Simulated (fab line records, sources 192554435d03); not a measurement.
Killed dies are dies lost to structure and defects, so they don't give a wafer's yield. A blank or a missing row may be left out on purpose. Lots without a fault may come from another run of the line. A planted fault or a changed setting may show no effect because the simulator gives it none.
fab line records | flow n5_finfet
record lots=11 wafers=31 last_day=17
route steps=1938 shown BEOL_M13@1691
lots that met no fault: from a run of the same line without faults
start_h: hours from the record's first day to the start of the lot's first wafer shown | wait_h: hours since the lot's step before | " the same as in the row above | L1.1+2: a row that stands for several wafers | - no value, or no start given | * or withheld: withheld | < > ~ a bound
route shown NAME@n: a module of which the file shows steps, and the number in the route of the first | usual: mean/standard deviation of fault-free wafers | same: alike in all rows | chamber/n: place in a boat | sites: the reading at each site | _std_site: their standard deviation | _edge_site: outer sites' mean less inner sites' | radius_mm: how far each site lies from the wafer's centre | mask NAME#n: copy n | behind: the tool/chamber that last shaped the wafer | hold: why the lot was held/for how many hours/how that ended | device: the transistor (n, p or np) that didn't switch | end of line: the same wafers' tests at the end of the route | a step without rows: its recipe alone | killed: dies lost to structure and defects at the first sort, not the wafer's yield | map: a wafer's dies, x killed, . not, _ none there
set.NAME: the setting as run; set.NAME@STEP: as run at that earlier step | model.NAME: the simulator's own value behind a step, which no gauge read
steps of the route over a sample of lots; a table a step, a row a wafer
services: from which hour (start_h, from the record's first day; less than 0 if before it) a tool's chamber was out of use, for how many hours, and why
## steps
# step N5_BEOL_M13_INSPECT_30
# recipe mode=adi inspect_instrument=macro
# usual raw_defect_count=2.1/1.5
# columns lot.wafer tool chamber start_h wait_h raw_defect_count
L914.2 defect_inspect-02 - 265.78 0.0 5
L914.3 " - " " 2
L914.4 " - " " 2
L915.1 defect_inspect-01 - 274.06 0.0 2
L915.3 " - " " 3
L915.4 " - " " 1
L917.2 defect_inspect-02 - 284.68 0.0 1
L917.4 " - " " 4
L917.6 " - " " 3
L919.1 defect_inspect-01 - 299.13 0.0 1
L919.3 " - " " 4
L919.6 " - " " 1
L921.1 defect_inspect-01 - 303.57 0.0 1
L921.3 " - " " 1
L921.4 " - " " 4
L923.3 defect_inspect-01 - 324.80 0.0 4
L923.4 " - " " 2
L923.5 " - " " 0
L926.2 defect_inspect-02 - 340.03 0.0 2
L926.4 " - " " 4
L926.5 " - " " 3
L925.1 defect_inspect-01 - 345.75 0.0 1
L925.2 " - " " 0
L925.5 " - " " 2
L930.1 defect_inspect-01 - 376.47 0.0 1
L930.4 " - " " 3
L931.3 defect_inspect-02 - 381.90 0.0 2
L931.5 " - " " 1
L931.6 " - " " 2
L933.1 defect_inspect-02 - 385.69 0.0 6
L933.5 " - " " 5
# step N5_BEOL_M13_ETCH_67
# recipe chemistry=CF4 target=SiARC target_depth_a=1430 time_s=238.3 ion_energy_ev=80 pressure_mtorr=40 source_w=545 bias_w=36 Ar_flow_sccm=100 cf4_flow_sccm=100 ends=cleared
# usual drypump_motor_current_A=5.5/0.35 etch_rf_on_time_s=237/3.9 mfc_ar_sccm=100.0/0.32 oes_product_au=0.69/0.076 rf_vpp_V=184.3/1.3 showerhead_plenum_p_Torr=2.17/0.079 throttle_valve_pct=15.53/0.21
# columns lot.wafer tool chamber start_h wait_h drypump_motor_current_A etch_rf_on_time_s mfc_ar_sccm oes_product_au rf_hours_counter_h rf_vpp_V showerhead_plenum_p_Torr throttle_valve_pct
L914.2 rie_diel-02 1 265.85 0.0 5.7 234 100.1 0.77 40 185.8 2.27 15.39
L914.3 " 0 " " 5.8 239 100.0 0.60 242 184.0 2.19 15.79
L914.4 " 2 " " 6.0 238 99.8 0.62 188 182.8 2.05 15.61
L915.1 rie_diel-04 3 274.13 0.0 5.2 235 100.3 0.77 27 186.6 2.27 15.18
L915.3 " 0 " " 4.9 244 99.4 0.60 222 185.6 2.20 15.75
L915.4 " 2 " " 5.5 237 99.7 0.63 191 185.0 2.22 15.67
L917.2 rie_diel-04 1 284.75 0.0 5.2 236 99.8 0.70 88 182.9 2.07 15.69
L917.4 " 3 " " 5.2 236 100.3 0.76 31 185.0 2.27 15.22
L917.6 " 2 " " 5.5 239 99.8 0.63 - 185.2 2.21 15.68
L919.1 rie_diel-02 1 299.20 0.0 5.7 235 99.9 0.76 49 185.1 2.27 15.40
L919.3 " 3 " " 5.9 245 99.6 0.59 248 184.8 2.19 15.77
L919.6 " 2 " " 6.0 238 100.2 0.61 - 181.3 2.04 15.61
L921.1 rie_diel-01 1 303.81 0.0 5.8 240 99.8 0.59 251 183.7 2.11 16.09
L921.3 " 3 " " 5.3 235 99.9 0.76 32 184.7 2.10 15.28
L921.4 " 2 " " 5.3 232 99.2 0.71 77 182.5 2.09 15.25
L923.3 rie_diel-02 1 324.87 0.0 5.7 234 99.9 0.74 59 185.5 2.26 15.41
L923.4 " 1 " " 5.7 234 100.0 0.75 - 185.3 2.26 15.42
L923.5 " 0 " " 5.9 230 100.3 0.82 - 184.3 2.19 15.34
L926.2 rie_diel-01 0 340.15 0.0 5.9 237 99.6 0.67 115 183.9 2.16 15.34
L926.4 " 2 " " 5.3 231 100.3 0.69 - 182.8 2.09 15.27
L926.5 " 0 " " 5.9 235 99.6 0.68 - 184.0 2.16 15.33
L925.1 rie_diel-04 0 345.82 0.0 4.9 242 99.8 0.60 242 183.9 2.20 15.79
L925.2 " 3 " " 5.2 234 100.4 0.73 48 186.1 2.27 15.25
L925.5 " 0 " " 4.9 244 100.3 0.59 - 185.3 2.20 15.79
L930.1 rie_diel-04 3 376.88 0.0 5.2 234 100.0 0.73 58 184.8 2.26 15.26
L930.4 " 1 " " 5.2 234 99.7 0.69 - 183.6 2.07 15.74
L931.3 rie_diel-02 1 381.97 0.0 5.7 235 99.5 0.73 78 184.9 2.26 15.47
L931.5 " 1 " " 5.7 233 100.1 0.73 - 185.7 2.26 15.45
L931.6 " 2 " " 6.0 240 99.7 0.59 - 183.0 2.03 15.68
L933.1 rie_diel-04 0 385.76 0.0 5.0 237 100.4 0.85 0 184.6 2.19 15.30
L933.5 " 1 " " 5.2 237 99.9 0.68 - 182.5 2.06 15.74
# step N5_BEOL_M13_ETCH_68
# recipe chemistry=N2/H2 target=SOC mask_material=SiARC source_w=3000 bias_w=350 temp_c=40 time_s=355 ion_energy_ev=200 pressure_mtorr=30 n2_flow_sccm=200 h2_flow_sccm=200
# usual drypump_motor_current_A=5.6/0.34 oes_product_au=0.80/0.091 rf_vpp_V=524.8/2.8 run_length_s=378.5/0.41 showerhead_plenum_p_Torr=2.57/0.097 throttle_valve_pct=17.70/0.23
# columns lot.wafer tool chamber start_h wait_h drypump_motor_current_A oes_product_au rf_hours_counter_h rf_vpp_V run_length_s showerhead_plenum_p_Torr throttle_valve_pct
L914.2 rie_diel-02 1 266.00 0.1 5.7 0.90 40 527.2 378.1 2.69 17.46
L914.3 " 0 " " 5.8 0.69 242 525.1 378.8 2.60 17.98
L914.4 " 2 " " 6.0 0.72 188 520.4 379.6 2.43 17.93
L915.1 rie_diel-04 3 274.28 0.1 5.2 0.89 28 527.2 378.1 2.71 17.38
L915.3 " 0 " " 5.0 0.70 222 526.6 378.6 2.63 17.85
L915.4 " 2 " " 5.5 0.74 191 526.8 378.2 2.64 17.78
L917.2 rie_diel-04 1 284.89 0.1 5.2 0.83 88 521.8 378.6 2.46 17.88
L917.4 " 3 " " 5.2 0.89 31 529.5 378.1 2.71 17.39
L917.6 " 2 " " 5.5 0.75 - 525.5 378.0 2.64 17.78
L919.1 rie_diel-02 1 299.35 0.1 5.7 0.89 49 526.8 378.2 2.68 17.48
L919.3 " 3 " " 5.9 0.68 248 526.6 378.0 2.60 17.94
L919.6 " 2 " " 6.0 0.71 - 519.4 378.8 2.43 17.95
L921.1 rie_diel-01 1 303.96 0.1 5.7 0.69 251 522.6 379.1 2.50 18.30
L921.3 " 3 " " 5.3 0.89 32 521.0 377.8 2.48 17.43
L921.4 " 2 " " 5.4 0.82 77 523.0 378.3 2.47 17.33
L923.3 rie_diel-02 1 325.02 0.1 5.7 0.86 60 527.8 378.3 2.68 17.50
L923.4 " 1 " " 5.7 0.87 - 526.1 378.2 2.68 17.50
L923.5 " 0 " " 5.8 0.97 - 527.2 378.6 2.60 17.57
L926.2 rie_diel-01 0 340.30 0.1 5.9 0.78 115 523.5 379.2 2.55 17.45
L926.4 " 2 " " 5.4 0.80 - 521.7 378.5 2.46 17.36
L926.5 " 0 " " 5.9 0.78 - 526.1 379.2 2.55 17.44
L925.1 rie_diel-04 0 345.97 0.1 5.0 0.69 242 525.4 378.4 2.62 17.87
L925.2 " 3 " " 5.2 0.86 48 528.7 378.1 2.70 17.43
L925.5 " 0 " " 5.0 0.69 - 525.9 378.2 2.62 17.88
L930.1 rie_diel-04 3 377.03 0.1 5.2 0.85 59 528.6 378.0 2.70 17.42
L930.4 " 1 " " 5.2 0.80 - 520.9 263.5 2.45 17.95
L931.3 rie_diel-02 1 382.12 0.1 5.7 0.86 78 528.5 378.5 2.67 17.52
L931.5 " 1 " " 5.7 0.85 - 528.3 378.1 2.67 17.52
L931.6 " 2 " " 6.0 0.70 - 520.4 378.9 2.41 18.01
L933.1 rie_diel-04 0 385.91 0.1 5.0 1.01 0 524.7 378.1 2.62 17.46
L933.5 " 1 " " 5.2 0.80 - 521.0 263.6 2.44 17.94
# step N5_BEOL_M13_DEGAS_41
# recipe ambient=vacuum temp_c=250 time_s=60
# usual heater_power_w=334/26
# columns lot.wafer tool chamber start_h wait_h heater_power_w
L914.2 pvd_sputter-01 - 268.05 0.4 387
L914.3 " - " " 311
L914.4 " - " " 352
L915.1 pvd_sputter-02 - 275.64 0.4 309
L915.3 " - " " 359
L915.4 " - " " 352
L917.2 pvd_sputter-02 - 287.59 0.3 371
L917.4 " - " " 354
L917.6 " - " " 354
L919.1 pvd_sputter-03 - 300.91 0.4 351
L919.3 " - " " 357
L919.6 " - " " 338
L921.1 pvd_sputter-02 - 307.03 2.4 351
L921.3 " - " " 316
L921.4 " - " " 313
L923.3 pvd_sputter-02 - 329.41 2.2 364
L923.4 " - " " 353
L923.5 " - " " 315
L926.2 pvd_sputter-03 - 342.87 0.3 281
L926.4 " - " " 335
L926.5 " - " " 292
L925.1 pvd_sputter-01 - 347.44 0.6 345
L925.2 " - " " 368
L925.5 " - " " 348
L930.1 pvd_sputter-03 - 378.00 0.2 349
L930.4 " - " " 343
L931.3 pvd_sputter-02 - 383.29 0.5 316
L931.5 " - " " 306
L931.6 " - " " 365
L933.1 pvd_sputter-03 - 386.70 0.1 359
L933.5 " - " " 358
## services
# columns tool chamber start_h hours kind
rie_diel-01 2 258.46 12.2 repair
rie_diel-02 0 296.99 - clean
rie_diel-02 0 296.99 - consumable_replace:focus_ring
rie_diel-02 0 296.99 19.5 scheduled_down
rie_diel-02 0 296.99 19.5 vent_cycle
rie_diel-02 3 316.53 - clean
rie_diel-02 3 316.53 - consumable_replace:focus_ring
rie_diel-02 3 316.53 36.0 scheduled_down
rie_diel-02 3 316.53 36.0 vent_cycle
rie_diel-01 1 323.28 2.4 repair
rie_diel-01 1 325.83 - clean
rie_diel-01 1 325.83 - consumable_replace:focus_ring
rie_diel-01 1 325.83 22.3 scheduled_down
rie_diel-01 1 325.83 22.3 vent_cycle
pvd_sputter-01 - 343.75 1.0 repair
rie_diel-04 0 369.95 - clean
rie_diel-04 0 369.95 - consumable_replace:focus_ring
rie_diel-02 2 383.27 9.3 repair
## key
first_sign step=N5_BEOL_M13_ETCH_68 reading=run_length_s direction=down sigmas=99+ usual=* struck=*
effect none on later readings
met_at N5_BEOL_M13_ETCH_68
struck_lots L930,L933
struck_wafers L930.4,L933.5
not_acting_at N5_BEOL_M13_INSPECT_30,N5_BEOL_M13_ETCH_67,N5_BEOL_M13_DEGAS_41
onset_between 345.97 377.03
fault kind=process_parameter_drift tool=rie_diel-04 chamber=- onset_h=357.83 steps=N5_BEOL_M13_ETCH_68 channel=time_s offset=* shape=step end_h=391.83 scope=struck_wafers_only acts_in=* stated=*
